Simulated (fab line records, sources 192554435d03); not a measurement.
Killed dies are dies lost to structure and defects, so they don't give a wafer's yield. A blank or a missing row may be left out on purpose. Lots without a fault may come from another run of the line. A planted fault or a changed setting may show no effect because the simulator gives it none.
Chamber matching | flow n5_finfet | N5_BEOL_M3_ETCH_63 on rie_diel-02: 4 sister chambers
The step etches SiARC in CF4, target depth 15.6 nm, time 26 s. 16 wafers are shown with their chamber, then 8 later ones without.

WAFERS WITH THEIR CHAMBER
wafer  | chamber | drypump_motor_current_A (A) | showerhead_plenum_p_Torr (Torr) | oes_product_au (a.u.)
L075.2 | 1       | 6.4                         | 2.13                            | 0.61
L075.5 | 3       | 5.5                         | 2.28                            | 0.78
L075.6 | 0       | 6.3                         | 2.12                            | 0.63
L076.2 | 3       | 5.5                         | 2.27                            | 0.77
L076.3 | 0       | 6.3                         | 2.12                            | 0.62
L076.4 | 0       | 6.3                         | 2.12                            | 0.62
L077.2 | 3       | 5.5                         | 2.27                            | 0.77
L077.4 | 0       | 6.3                         | 2.12                            | 0.64
L077.5 | 2       | 6.4                         | 2.17                            | 0.74
L085.1 | 3       | 5.5                         | 2.27                            | 0.72
L085.3 | 2       | 6.4                         | 2.17                            | 0.72
L085.6 | 0       | 6.3                         | 2.12                            | 0.62
L096.1 | 1       | 6.4                         | 2.12                            | 0.59
L096.5 | 3       | 5.6                         | 2.26                            | 0.71
L096.6 | 0       | 6.3                         | 2.11                            | 0.60
L089.3 | 3       | 5.5                         | 2.26                            | 0.71

SIGNATURES (means of the wafers above)
reading                  | chamber 0 | chamber 1 | chamber 2 | chamber 3 | scatter within a chamber
drypump_motor_current_A  | 6.300     | 6.400     | 6.400     | 5.517     | 0.0264
showerhead_plenum_p_Torr | 2.1183    | 2.1250    | 2.1700    | 2.2683    | 0.00589
oes_product_au           | 0.6217    | 0.6000    | 0.7300    | 0.7433    | 0.0238
Rule: a wafer's distance from a chamber is the root of the sum, over the readings, of the square of ((its reading less the chamber's mean) divided by the reading's scatter). The wafer belongs to the nearest chamber; if the next one is less than 2 further off, it can't be placed. The scatter: the root of (the sum of the squares of (reading less its chamber's mean) over the shown wafers, divided by (wafers less chambers)).

WAFERS WITHOUT THEIR CHAMBER
wafer  | drypump_motor_current_A (A) | showerhead_plenum_p_Torr (Torr) | oes_product_au (a.u.)
L089.4 | 6.4                         | 2.16                            | 0.69
L089.6 | 6.3                         | 2.16                            | 0.69
L093.3 | 6.4                         | 2.16                            | 0.69
L093.4 | 6.4                         | 2.12                            | 0.60
L093.6 | 6.4                         | 2.16                            | 0.69
L097.4 | 6.3                         | 2.11                            | 0.60
L097.5 | 6.4                         | 2.12                            | 0.60
L097.6 | 6.3                         | 2.11                            | 0.61

WHICH CHAMBER EACH WENT THROUGH
wafer  | from the rows above | in truth
L089.4 | 2                   | 2
L089.6 | 2                   | 2
L093.3 | 2                   | 2
L093.4 | 1                   | 1
L093.6 | 2                   | 2
L097.4 | 0                   | 0
L097.5 | 1                   | 1
L097.6 | 0                   | 0
Placed correctly: 8 of 8. Can't be placed from these rows: 0. Placed wrongly: 0.
